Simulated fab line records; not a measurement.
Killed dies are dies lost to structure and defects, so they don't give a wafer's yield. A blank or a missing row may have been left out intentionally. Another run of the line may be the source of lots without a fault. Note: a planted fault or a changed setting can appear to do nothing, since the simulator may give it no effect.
Which of the tools did it?    flow n5Finfet    Sampling: 10 lots, 28 wafers, 5 of 1938 route steps

WHAT THE GAUGES SHOWED, per wafer
N5_BEOL_M4_RC_MEAS_101.
lot   measured      on         DIBL_N (mV/V)
L343  day 8 19:02   prober-02  36.0 35.5 38.2
L345  day 8 23:17   prober-02  32.9 34.7 35.1
L346  day 9 04:28   prober-01  33.5 33.3 34.0
L349  day 11 01:19  prober-01  33.0 33.5
L351  day 10 14:44  prober-01  35.6 33.0 37.3
L354  day 11 10:17  prober-01  35.5 34.3
L363  day 14 18:48  prober-01  34.3 37.4 36.3
L364  day 14 19:01  prober-02  38.4 33.5 35.1
L365  day 15 03:55  prober-01  37.5 35.5 36.4
L366  day 15 04:52  prober-01  35.0 34.8 35.2

TOOL THAT RAN EACH LOT (tool first, then ch and the chambers of the sampled wafers, then the start)
lot   N5_BEOL_M2_VIA_ETCH_34             N5_BEOL_M2_TRENCH_ETCH_37                     N5_BEOL_M2_CVD_47                N5_BEOL_M2_SPUTTER_79
L343  rieDiel-06 ch 0,1,2, day 7 09:32   rieDiel-06 ch 0,1,2, day 7 11:09 or earlier   cvdCo-02 ch 0,2, day 7 11:09     pvdSputter-01, day 7 11:34
L345  rieDiel-04 ch 0,1,2, day 7 13:08   rieDiel-04 ch 0,1,2, day 7 14:17 or earlier   cvdCo-01 ch 0,1, day 7 14:17     pvdSputter-02, day 7 14:47
L346  rieDiel-05 ch 2,3, day 7 22:21     rieDiel-05 ch 2,3, day 8 00:27 or earlier     cvdCo-01 ch 0,2, day 8 00:27     pvdSputter-01, day 8 01:10
L349  rieDiel-05 ch 2, day 8 20:31       rieDiel-05 ch 2, day 8 21:22 or earlier       cvdCo-01 ch 1,2, day 8 21:22     pvdSputter-01, day 8 21:45
L351  rieDiel-04 ch 1,2,3, day 8 21:01   rieDiel-04 ch 1,2,3, day 8 23:26 or earlier   cvdCo-01 ch 0,1,2, day 8 23:26   pvdSputter-02, day 8 23:45
L354  rieDiel-04 ch 3, day 9 15:00       rieDiel-04 ch 3, day 9 16:15 or earlier       cvdCo-01 ch 0, day 9 16:15       pvdSputter-01, day 9 16:43
L363  rieDiel-04 ch 0,1,3, day 12 16:22  rieDiel-04 ch 0,1,3, day 12 17:35 or earlier  cvdCo-01 ch 0,1,2, day 12 17:35  pvdSputter-01, day 12 18:41
L364  rieDiel-05 ch 0,1, day 13 04:41    rieDiel-05 ch 0,1, day 13 06:29 or earlier    cvdCo-02 ch 1,2, day 13 06:29    pvdSputter-03, day 13 06:53
L365  rieDiel-05 ch 1,2,3, day 13 18:39  rieDiel-05 ch 1,2,3, day 13 19:46 or earlier  cvdCo-01 ch 0,1,2, day 13 19:46  pvdSputter-02, day 13 20:09
L366  rieDiel-06 ch 0,3, day 13 22:50    rieDiel-06 ch 0,3, day 13 23:50 or earlier    cvdCo-01 ch 0,1,2, day 13 23:50  pvdSputter-03, day 14 00:23
- N5_BEOL_M2_VIA_ETCH_34: etches the open film in C4F6/O2, target depth 69.4 nm, time 65.9 s.
- N5_BEOL_M2_TRENCH_ETCH_37: etches SiOC in C4F6/O2, target depth 55.555 nm, time 29.2 s.
- N5_BEOL_M2_CVD_47: deposits Co from CCTBA/H2, target thk 3 nm, time 223.8 s.
- N5_BEOL_M2_SPUTTER_79: material Cu, target thk 4.5 nm, time 8.29 s.

THE ANSWER, worked out from the rows above alone
Rule: usual is defined by the lots themselves. Put in order of their means at a reading, lots are off if they are a third of the lots or fewer, leave a main group of 4 or more, and stand apart from it by a gap of 3 or more times the standard deviation of the main group's means; of several such gaps the widest counts. Not used: any main group whose means are identical at the precision the tables above print for the reading. A lot without any number at a reading at which 4 lots or more have one is off too. Any other lot the step has rows for is counted as sound.
Nothing can be told from this: no lot is off at any reading shown.

WHAT THE SIMULATOR HAD PUT IN
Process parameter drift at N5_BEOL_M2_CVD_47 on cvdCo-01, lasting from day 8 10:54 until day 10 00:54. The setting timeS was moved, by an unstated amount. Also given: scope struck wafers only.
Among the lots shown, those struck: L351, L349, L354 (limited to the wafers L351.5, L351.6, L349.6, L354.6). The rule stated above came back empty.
